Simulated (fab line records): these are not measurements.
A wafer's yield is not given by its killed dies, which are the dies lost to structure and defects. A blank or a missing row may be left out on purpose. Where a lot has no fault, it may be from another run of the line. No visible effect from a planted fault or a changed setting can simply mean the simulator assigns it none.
fab line records ; flow n5_finfet
record lots=4; wafers=11; last_day=19
route steps=1938 shown BEOL_M7@1326 BEOL_M8@1332
lots that met no fault: from a run of the same line without faults
start_h: hours from the record's opening day to when the first of the lot's shown wafers began ; wait_h: hours elapsed since this lot's preceding step ; " the same as in the row above ; L1.1+2: one row covering several wafers at once ; - either no value or no given start ; * or withheld: withheld ; < > ~ a bound
route shown NAME@n: NAME is a module with steps in the file, n the number in the route of the first one ; usual: the fault-free wafers' mean and standard deviation ; same: alike in all rows ; chamber/n: place in a boat ; sites: per-site readings ; _std_site: standard deviation of those values ; _edge_site: the outer-site mean with the inner-site mean subtracted ; radius_mm: for every site, how far away it sits from the centre of the wafer ; mask NAME#n: copy n ; behind: the last tool/chamber to shape the wafer ; hold: cause of the lot's hold/its duration in hours/its outcome ; device: whichever transistor did not switch (one of n, p or np) ; end of line: tests of these same wafers at the route's end ; a step with no rows: only its recipe ; killed: dies lost to structure and defects at the first sort, not the wafer's yield ; map: per-die view of a wafer (x killed, . not killed, _ where there is no die)
set.NAME: the setting as run; set.NAME@STEP: as run at that earlier step ; model.NAME: the simulator's own value behind a step, which no gauge read
a table for each step, a row for each wafer; lots at some steps of the route
services: a tool's chamber out of use, with start hour (start_h, from the record's first day; less than 0 if before it), hours out, and reason
## steps
# step N5_BEOL_M7_CMP_52
# recipe stop_on=SiCOH_lowk; t_overpolish_s=6.9; down_force_psi=1; platen_rpm=50; clearing_platen_down_force_psi=1.5; clearing_platen_rpm=50; post_cmp_clean=cu_alkaline; target_thk_nm=80; clearing_platen_pad_velocity_m_s=0.99484; pad_velocity_m_s=0.99484
# step N5_BEOL_M7_PRE_CLEAN_55
# recipe gas=NH3; time_s=15; temp_c=withheld; rf_power_w=300
# step N5_BEOL_M7_DEP_56
# recipe material=SiCN; target_thk_a=100; temp_c=withheld; precursor=3MS/NH3; pressure_torr=3; rf_w=202; time_s=17.5
# step N5_BEOL_M8_ILD_DEP_00
# recipe material=SiCOH_lowk; target_thk_a=1797.5; temp_c=300; precursor=DEMS/porogen; pressure_torr=5; rf_w=500; time_s=33.4
# step N5_BEOL_M8_CURE_74
# recipe temp_c=385; time_s=240; ambient=He/Ar; material=SiCOH_lowk
# step N5_BEOL_M8_PECVD_70
# recipe material=SiO2; target_thk_a=200; temp_c=400; precursor=TEOS/O2; pressure_torr=5.5; rf_w=450; teos_flow_sccm=53.8; gas=O2; flow_sccm=3000; time_s=22.7
# step N5_BEOL_M8_HM_DEP_02
# recipe material=TiN; target_thk_a=200; temp_c=25; chamber_pressure_pa=0.49996
# step N5_BEOL_M8_COAT_59
# recipe resist=SOC; temp_c=250; time_s=60; spin_rpm=1500; resist_thk_nm=100
# step N5_BEOL_M8_COAT_60
# recipe resist=SiARC; temp_c=220; time_s=60; spin_rpm=1500; resist_thk_nm=35
# usual spin_speed_rpm=1500.2/0.95
lot.wafer;tool;chamber;start_h;wait_h;spin_speed_rpm;model.SiARC_of_BEOL_M8_COAT_60.thk_nm
L282.1;litho_track-02;0;306.08;-;1498.8;35
L282.2;litho_track-02;0;306.08;-;1499.9;34.8
L282.6;litho_track-02;0;306.08;-;1501.7;35
L297.3;litho_track-02;0;377.61;-;1457.8;35.4
L297.4;litho_track-02;0;377.61;-;1457.5;35.4
L297.6;litho_track-02;0;377.61;-;1457.5;35.4
L299.2;litho_track-03;0;378.33;-;1498.7;35.2
L299.3;litho_track-03;0;378.33;-;1500.5;35.2
L296.2;litho_track-02;0;385.08;-;1458.5;35.6
L296.3;litho_track-02;0;385.08;-;1457.8;35.6
L296.4;litho_track-02;0;385.08;-;1459.0;35.6
# step N5_BEOL_M8_COAT_05
# recipe resist=CAR-ArF; spin_rpm=1500; resist_thk_nm=90
# step N5_BEOL_M8_EBR_07
# recipe solvent=PGMEA; ebr_width_mm=1.5
# step N5_BEOL_M8_SOFTBAKE_06
# recipe temp_c=110; time_s=60; resist=CAR-ArF
# step N5_BEOL_M8_EXPOSE_08
# recipe mask_id=M8; na=1.35; source_shape=dipole; sigma_inner=0.817; sigma_outer=0.97; polarization=te; dose_mj=68.25
# step N5_BEOL_M8_PEB_09
# recipe peb_temp_c=withheld; peb_time_s=60; resist=CAR-ArF
# step N5_BEOL_M8_DEVELOP_10
# recipe develop_time_s=30; developer=TMAH; resist=CAR-ArF; rinse_liquid=diw; dry=air_spin; dev_temp_c=23
# step N5_BEOL_M8_DESCUM_16
# recipe chemistry=O2; time_s=7.9; source_power_w=50; bias_power_w=20; pressure_mtorr=20; rf_frequency_hz=2.712e+07; temp_c=40; resist=CAR-ArF; o2_flow_sccm=225
# step N5_BEOL_M8_ETCH_61
# recipe chemistry=CF4; target=SiARC; target_depth_a=455; mask_material=CAR-ArF; time_s=75.8; ion_energy_ev=80; pressure_mtorr=40; source_w=545; bias_w=36; Ar_flow_sccm=100; cf4_flow_sccm=100; ends=cleared
# usual cf4_flow_sccm=100.0/0.31; drypump_motor_current_A=6.0/0.4; etch_rf_on_time_s=75.8/2; oes_product_au=0.68/0.066; rf_fwd_power_W=538.6/2.6; rf_vpp_V=184.3/1.2; showerhead_plenum_p_Torr=2.16/0.061; throttle_valve_pct=15.52/0.14
lot.wafer;tool;chamber;start_h;wait_h;cf4_flow_sccm;drypump_motor_current_A;etch_rf_on_time_s;oes_product_au;rf_fwd_power_W;rf_hours_counter_h;rf_vpp_V;showerhead_plenum_p_Torr;throttle_valve_pct;model.CAR-ArF_of_BEOL_M8_COAT_05.thk_nm;model.etch.depth_nm
L282.1;rie_diel-05;0;307.04;0.0;100.1;5.7;75.2;0.66;539.4;104;184.8;2.24;15.33;50.8;34.98
L282.2;rie_diel-05;3;307.04;0.0;99.9;6.7;74.8;0.69;538.0;72;185.2;2.25;15.38;51;34.89
L282.6;rie_diel-05;0;307.04;0.0;100.2;5.7;74.6;0.66;540.1;-;184.8;2.24;15.32;51;35.03
L297.3;rie_diel-05;1;378.23;0.0;99.9;6.2;76.5;0.69;534.2;96;184.2;2.25;15.75;50.8;35.49
L297.4;rie_diel-05;0;378.23;0.0;100.7;5.7;75.6;0.64;538.4;131;184.6;2.23;15.38;50.2;35.48
L297.6;rie_diel-05;3;378.23;0.0;99.9;6.7;74.7;0.69;537.7;-;186.7;2.24;15.44;50.6;35.44
L299.2;rie_diel-05;2;378.78;0.0;100.1;5.7;79.6;0.65;538.3;123;182.8;2.15;15.58;51;35.2
L299.3;rie_diel-05;1;378.78;0.0;100.0;6.2;76.3;0.67;535.5;97;185.4;2.25;15.74;51;35.12
L296.2;rie_diel-01;0;385.71;0.0;100.1;6.2;78.4;0.63;539.1;163;185.9;2.23;15.65;50.4;35.65
L296.3;rie_diel-01;2;385.71;0.0;99.6;5.5;75.7;0.82;537.2;5;184.8;2.11;15.19;50.2;35.58
L296.4;rie_diel-01;0;385.71;0.0;99.9;6.2;78.5;0.64;540.0;-;185.9;2.23;15.65;50.2;35.69
# step N5_BEOL_M8_ETCH_62
# recipe chemistry=N2/H2; target=SOC; target_depth_a=1100; overetch_a=220; mask_material=SiARC; temp_c=40; time_s=165; ion_energy_ev=200; pressure_mtorr=30; source_w=840; bias_w=150; n2_flow_sccm=200; h2_flow_sccm=200
# usual drypump_motor_current_A=6.0/0.4; oes_product_au=0.68/0.06; rf_fwd_power_W=836.8/2.5; rf_vpp_V=524.6/2.2; showerhead_plenum_p_Torr=2.57/0.081; throttle_valve_pct=17.79/0.24
lot.wafer;tool;chamber;start_h;wait_h;drypump_motor_current_A;oes_product_au;rf_fwd_power_W;rf_hours_counter_h;rf_vpp_V;showerhead_plenum_p_Torr;throttle_valve_pct;model.SiARC_of_BEOL_M8_COAT_60.thk_nm
L282.1;rie_diel-05;0;307.10;0.0;5.7;0.65;837.6;104;527.4;2.65;17.36;28.4
L282.2;rie_diel-05;3;307.10;0.0;6.7;0.70;842.3;72;527.8;2.66;17.51;28
L282.6;rie_diel-05;0;307.10;0.0;5.7;0.66;834.9;-;526.1;2.65;17.36;28.4
L297.3;rie_diel-05;1;378.28;0.0;6.2;0.68;839.4;96;526.0;2.69;18.19;28.4
L297.4;rie_diel-05;0;378.28;0.0;5.7;0.63;837.8;131;526.2;2.63;17.42;28.8
L297.6;rie_diel-05;3;378.28;0.0;6.7;0.67;838.9;-;527.4;2.65;17.54;28.4
L299.2;rie_diel-05;2;378.84;0.0;5.8;0.66;836.1;123;523.0;2.56;17.83;28.8
L299.3;rie_diel-05;1;378.84;0.0;6.2;0.68;836.3;97;527.3;2.69;18.17;28.2
L296.2;rie_diel-01;0;385.77;0.0;6.2;0.63;836.2;163;527.2;2.68;18.13;29.2
L296.3;rie_diel-01;2;385.77;0.0;5.5;0.79;834.7;5;522.3;2.51;17.47;28.6
L296.4;rie_diel-01;0;385.77;0.0;6.2;0.63;837.8;-;527.2;2.68;18.15;29.2
# step N5_BEOL_M8_STRIP_68
# recipe chemistry=N2/H2; temp_c=40; n2_flow_sccm=200; h2_flow_sccm=200; rf_frequency_hz=6e+07
## services
tool;chamber;start_h;hours;kind
rie_diel-01;1;310.36;2.1;repair
rie_diel-01;2;354.43;-;clean
rie_diel-01;2;354.43;-;consumable_replace:focus_ring
rie_diel-01;2;354.43;23.2;scheduled_down
rie_diel-01;2;354.43;23.2;vent_cycle
rie_diel-05;0;359.21;8.0;repair
rie_diel-01;3;377.91;-;clean
rie_diel-01;3;377.91;-;consumable_replace:focus_ring
rie_diel-01;3;377.91;30.8;scheduled_down
rie_diel-01;3;377.91;30.8;vent_cycle
## key
first_sign step=N5_BEOL_M8_COAT_60; reading=spin_speed_rpm; direction=down; sigmas=45; usual=*; struck=*
effect none on later readings
model_effect step=N5_BEOL_M8_COAT_60; value=SiARC_of_BEOL_M8_COAT_60.thk_nm; without=35.07; struck=35.5
model_effect step=N5_BEOL_M8_ETCH_61; value=CAR-ArF_of_BEOL_M8_COAT_05.thk_nm; without=50.93; struck=50.4
model_effect step=N5_BEOL_M8_ETCH_62; value=SiARC_of_BEOL_M8_COAT_60.thk_nm; without=28.3; struck=28.77
met_at N5_BEOL_M8_COAT_60
struck_wafers L296.2,L296.3,L296.4,L297.3,L297.4,L297.6
onset_between 306.08 377.61
fault kind=process_parameter_drift; tool=litho_track-02; chamber=-; onset_h=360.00; steps=N5_BEOL_M8_COAT_60; channel=spin_rpm; offset=*; shape=step; end_h=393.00; acts_in=*; stated=*
